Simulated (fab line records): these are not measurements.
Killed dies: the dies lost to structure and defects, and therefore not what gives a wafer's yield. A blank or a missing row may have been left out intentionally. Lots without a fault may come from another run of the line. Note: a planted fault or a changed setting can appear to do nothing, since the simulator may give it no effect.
fab line records | flow nand-harc
[record] lots = 14 wafers = 42 last-day = 34
route steps=1302 shown A_ONON_D2@557 A_CHANNEL_HOLE_D2@580
lots that met no fault: from a run of the same line without faults
start-h: hours from the record's opening day to when the first of the lot's shown wafers began | wait-h: hours elapsed since this lot's preceding step | " the same as in the row above | L1.1+2: one row covering several wafers at once | - either no value or no given start | * or withheld: withheld | < > ~ a bound
route shown NAME@n: names a module that has steps shown in the file, with the first one's number in the route | usual: mean and standard deviation over wafers with no fault | same: alike in all rows | chamber/n: place in a boat | sites: each site's reading | _std_site: standard deviation of those values | _edge_site: inner sites' mean taken away from outer sites' mean | radius-mm: for every site, how far away it sits from the centre of the wafer | mask NAME#n: copy n | behind: the most recent tool/chamber to have shaped the wafer | hold: why the lot went on hold/how many hours it stayed there/how the hold came to an end | device: whichever transistor did not switch (one of n, p or np) | end of line: the same wafers' tests at the end of the route | for a step that has no rows: nothing shown but its recipe | killed: dies that structure and defects cost at the first sort, which is not the same as the wafer's yield | map: per-die view of a wafer (x killed, . not killed, _ where there is no die)
set.NAME: the setting that was run; set.NAME@STEP: the one run at that earlier step | model.NAME: the simulator's own value behind a step, which no gauge read
route steps across a sampled set of lots; one table per step, one row per wafer
services: the hour from which a tool's chamber was out of use, counted from the record's first day as start-h (under 0 if before that day), plus the number of hours and why
[[steps]]
[step NHARC_A_ONON_D2_THK_MEAS_18]
[recipe] thk-meas-gauge = ellipsometry
[usual] thk-nm = 1002/11
// columns lot.wafer tool chamber start-h wait-h thk-nm
L830.3 film-metro-01 - 293.56 - 1004
L830.5 " - " " 1004
L830.6 " - " " 1003
L832.2 film-metro-01 - 314.99 - 1005
L832.3 " - " " 1004
L832.6 " - " " 1005
L833.2 film-metro-01 - 328.20 - 978
L833.4 " - " " 979
L833.5 " - " " 977
L834.3 film-metro-02 - 328.21 - 1014
L834.4 " - " " 1016
L834.5 " - " " 1016
L835.3 film-metro-01 - 359.70 - 1005
L835.5 " - " " 1006
L835.6 " - " " 1003
L836.1 film-metro-02 - 365.64 - 1001
L836.3 " - " " 1000
L836.4 " - " " 1000
L843.1 film-metro-02 - 435.25 - 988
L843.4 " - " " 988
L843.5 " - " " 990
L842.1 film-metro-01 - 435.26 - 1008
L842.2 " - " " 1008
L842.3 " - " " 1010
L844.3 film-metro-01 - 446.84 - 994
L844.5 " - " " 994
L844.6 " - " " 993
L847.1 film-metro-01 - 459.81 - 1007
L847.2 " - " " 1007
L847.5 " - " " 1007
L849.1 film-metro-02 - 486.13 - 996
L849.3 " - " " 997
L849.4 " - " " 997
L850.1 film-metro-01 - 486.13 - 991
L850.3 " - " " 990
L850.4 " - " " 991
L851.1 film-metro-02 - 505.66 - 997
L851.4 " - " " 997
L851.6 " - " " 998
L852.1 film-metro-02 - 518.70 - 1011
L852.2 " - " " 1011
L852.5 " - " " 1010
[step NHARC_A_ONON_D2_INSPECT_32]
[usual] raw-defect-count = 443/170
// columns lot.wafer tool chamber start-h wait-h raw-defect-count
L830.3 defect-inspect-02 - 296.39 0.1 566
L830.5 " - " " 531
L830.6 " - " " 462
L832.2 defect-inspect-02 - 317.80 0.0 398
L832.3 " - " " 323
L832.6 " - " " 304
L833.2 defect-inspect-01 - 331.08 0.0 344
L833.4 " - " " 899
L833.5 " - " " 461
L834.3 defect-inspect-02 - 331.18 0.0 380
L834.4 " - " " 482
L834.5 " - " " 447
L835.3 defect-inspect-01 - 362.51 0.0 267
L835.5 " - " " 250
L835.6 " - " " 428
L836.1 defect-inspect-01 - 368.48 0.0 297
L836.3 " - " " 489
L836.4 " - " " 482
L843.1 defect-inspect-01 - 438.05 0.0 720
L843.4 " - " " 664
L843.5 " - " " 372
L842.1 defect-inspect-02 - 438.08 0.0 789
L842.2 " - " " 342
L842.3 " - " " 408
L844.3 defect-inspect-01 - 449.64 0.0 594
L844.5 " - " " 509
L844.6 " - " " 779
L847.1 defect-inspect-02 - 462.64 0.0 398
L847.2 " - " " 378
L847.5 " - " " 344
L849.1 defect-inspect-02 - 488.93 0.0 787
L849.3 " - " " 306
L849.4 " - " " 752
L850.1 defect-inspect-01 - 488.93 0.1 462
L850.3 " - " " 428
L850.4 " - " " 1200
L851.1 defect-inspect-02 - 508.59 0.0 391
L851.4 " - " " 349
L851.6 " - " " 315
L852.1 defect-inspect-01 - 521.66 0.0 557
L852.2 " - " " 442
L852.5 " - " " 297
[step NHARC_A_CHANNEL_HOLE_D2_PEB_08]
[recipe] peb-temp-c = 100 peb-time-s = 65
[usual] resist-line-temp-C = 23.00/0.11
// columns lot.wafer tool chamber start-h wait-h resist-line-temp-C
L830.3 litho-track-04 0 303.28 0.0 23.08
L830.5 " 0 " " 22.98
L830.6 " 0 " " 22.83
L832.2 litho-track-06 0 320.36 0.1 22.90
L832.3 " 0 " " 22.99
L832.6 " 0 " " 22.93
L833.2 litho-track-06 0 338.00 0.1 23.09
L833.4 " 0 " " 22.92
L833.5 " 0 " " 23.11
L834.3 litho-track-01 0 338.16 0.0 22.94
L834.4 " 0 " " 23.16
L834.5 " 0 " " 22.89
L835.3 litho-track-04 0 365.34 0.0 22.95
L835.5 " 0 " " 23.02
L835.6 " 0 " " 22.97
L836.1 litho-track-06 0 379.38 0.1 22.96
L836.3 " 0 " " 23.14
L836.4 " 0 " " 23.06
L843.1 litho-track-04 0 441.43 0.1 23.13
L843.4 " 0 " " 23.02
L843.5 " 0 " " 23.25
L842.1 litho-track-04 0 442.03 0.1 22.96
L842.2 " 0 " " 22.82
L842.3 " 0 " " 22.65
L844.3 litho-track-06 0 452.72 0.0 22.96
L844.5 " 0 " " 23.20
L844.6 " 0 " " 23.09
L847.1 litho-track-01 0 465.13 0.1 22.79
L847.2 " 0 " " 22.80
L847.5 " 0 " " 22.77
L849.1 litho-track-01 0 495.91 0.1 23.02
L849.3 " 0 " " 23.13
L849.4 " 0 " " 23.11
L850.1 litho-track-01 0 497.39 0.1 22.91
L850.3 " 0 " " 23.02
L850.4 " 0 " " 22.86
L851.1 litho-track-06 0 511.19 0.1 23.02
L851.4 " 0 " " 23.07
L851.6 " 0 " " 23.07
L852.1 litho-track-01 0 524.69 0.1 23.14
L852.2 " 0 " " 23.08
L852.5 " 0 " " 23.08
[step NHARC_A_CHANNEL_HOLE_D2_CD_MEAS_10]
[recipe] target-cd-nm = 100 landing-energy-ev = 500
[usual] cd-nm = 100.4/0.54
[same] landing-energy-ev = 500
// columns lot.wafer tool chamber start-h wait-h cd-nm
L830.3 cd-sem-03 0 303.37 - 100.6
L830.5 " 0 " " 100.7
L830.6 " 0 " " 100.2
L832.2 cd-sem-01 0 320.44 - 99.4
L832.3 " 0 " " 100.2
L832.6 " 0 " " 100.3
L833.2 cd-sem-02 0 338.09 - 100.7
L833.4 " 0 " " 99.8
L833.5 " 0 " " 100.3
L834.3 cd-sem-01 0 338.24 - 100.7
L834.4 " 0 " " 100.5
L834.5 " 0 " " 100.7
L835.3 cd-sem-03 0 365.42 - 100.1
L835.5 " 0 " " 99.9
L835.6 " 0 " " 99.7
L836.1 cd-sem-03 0 379.46 - 99.9
L836.3 " 0 " " 100.5
L836.4 " 0 " " 99.5
L843.1 cd-sem-03 0 441.51 - 100.3
L843.4 " 0 " " 100.8
L843.5 " 0 " " 102.5
L842.1 cd-sem-01 0 442.11 - 100.7
L842.2 " 0 " " 100.5
L842.3 " 0 " " 102.6
L844.3 cd-sem-02 0 452.80 - 99.9
L844.5 " 0 " " 99.7
L844.6 " 0 " " 99.9
L847.1 cd-sem-02 0 465.21 - 101.2
L847.2 " 0 " " 100.8
L847.5 " 0 " " 100.8
L849.1 cd-sem-03 0 495.99 - 101.2
L849.3 " 0 " " 100.8
L849.4 " 0 " " 101.0
L850.1 cd-sem-01 0 497.47 - 100.4
L850.3 " 0 " " 101.1
L850.4 " 0 " " 100.8
L851.1 cd-sem-01 0 511.27 - 100.3
L851.4 " 0 " " 100.7
L851.6 " 0 " " 100.4
L852.1 cd-sem-02 0 524.77 - 100.3
L852.2 " 0 " " 100.7
L852.5 " 0 " " 100.6
[step NHARC_A_CHANNEL_HOLE_D2_OVL_MEAS_11]
[usual] overlay-x-nm = 0.1/0.76 overlay-y-nm = -0.2/0.68
// columns lot.wafer tool chamber start-h wait-h overlay-x-nm overlay-y-nm
L830.3 overlay-01 - 303.45 - 0.7 -0.6
L830.5 " - " " 0.8 -0.3
L830.6 " - " " 0.9 -0.6
L832.2 overlay-01 - 320.52 - 0.8 1.0
L832.3 " - " " 0.3 0.9
L832.6 " - " " 0.4 0.9
L833.2 overlay-01 - 338.17 - 0.0 -0.8
L833.4 " - " " -0.1 -0.5
L833.5 " - " " 0.4 -0.1
L834.3 overlay-01 - 338.33 - 0.2 0.2
L834.4 " - " " 0.2 -0.2
L834.5 " - " " 0.0 0.0
L835.3 overlay-01 - 365.51 - -0.4 1.3
L835.5 " - " " -0.6 1.3
L835.6 " - " " -0.5 1.2
L836.1 overlay-01 - 379.55 - -1.4 -0.8
L836.3 " - " " -0.5 -0.5
L836.4 " - " " -0.9 0.0
L843.1 overlay-02 - 441.60 - -0.2 0.1
L843.4 " - " " -0.5 -0.4
L843.5 " - " " -0.2 -0.4
L842.1 overlay-01 - 442.20 - 0.2 -0.5
L842.2 " - " " 0.6 -0.9
L842.3 " - " " 0.7 -0.9
L844.3 overlay-02 - 452.88 - -0.6 0.0
L844.5 " - " " -0.6 0.6
L844.6 " - " " -0.4 -0.1
L847.1 overlay-01 - 465.30 - -0.7 0.6
L847.2 " - " " -0.3 0.7
L847.5 " - " " -0.4 0.4
L849.1 overlay-01 - 496.08 - -0.3 0.2
L849.3 " - " " 0.5 0.5
L849.4 " - " " 0.0 0.1
L850.1 overlay-01 - 497.56 - 1.0 0.9
L850.3 " - " " 1.2 0.3
L850.4 " - " " 1.1 0.4
L851.1 overlay-01 - 511.35 - -0.1 -0.7
L851.4 " - " " 1.0 -1.5
L851.6 " - " " 0.6 -0.7
L852.1 overlay-01 - 524.86 - 1.1 -0.1
L852.2 " - " " 0.9 -0.5
L852.5 " - " " 1.1 -0.4
[[services]]
// columns tool chamber start-h hours kind
litho-track-01 - 330.00 7.0 pm
litho-track-06 - 354.00 7.0 pm
litho-track-04 - 378.00 7.0 pm
litho-track-01 - 505.00 7.0 pm
[[key]]
[first-sign] step = NHARC_A_CHANNEL_HOLE_D2_CD_MEAS_10 reading = cd-nm direction = up sigmas = 4 usual = 100.4 struck = 102.5
effect none on later readings
met-at NHARC_A_CHANNEL_HOLE_D2_PEB_08
struck-lots L842,L843
struck-wafers L842.3,L843.5
tester-left-out L842,L843
not-acting-at NHARC_A_ONON_D2_THK_MEAS_18,NHARC_A_ONON_D2_INSPECT_32,NHARC_A_CHANNEL_HOLE_D2_OVL_MEAS_11
onset-between 365.34 441.43
[fault] kind = process-parameter-drift tool = litho-track-04 chamber = - onset-h = 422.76 steps = NHARC_A_CHANNEL_HOLE_D2_PEB_08 channel = peb-time-s offset = * shape = step end-h = 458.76 scope = struck-wafers-only acts-in = * stated = *
// tester-left-out: of these lots the tester's yield and bins aren't shown, on N5 and GAA mostly nor the transistor test; their killed dies are dies lost to structure and defects alone, not to doping, threshold or leakage, so they don't give the yield
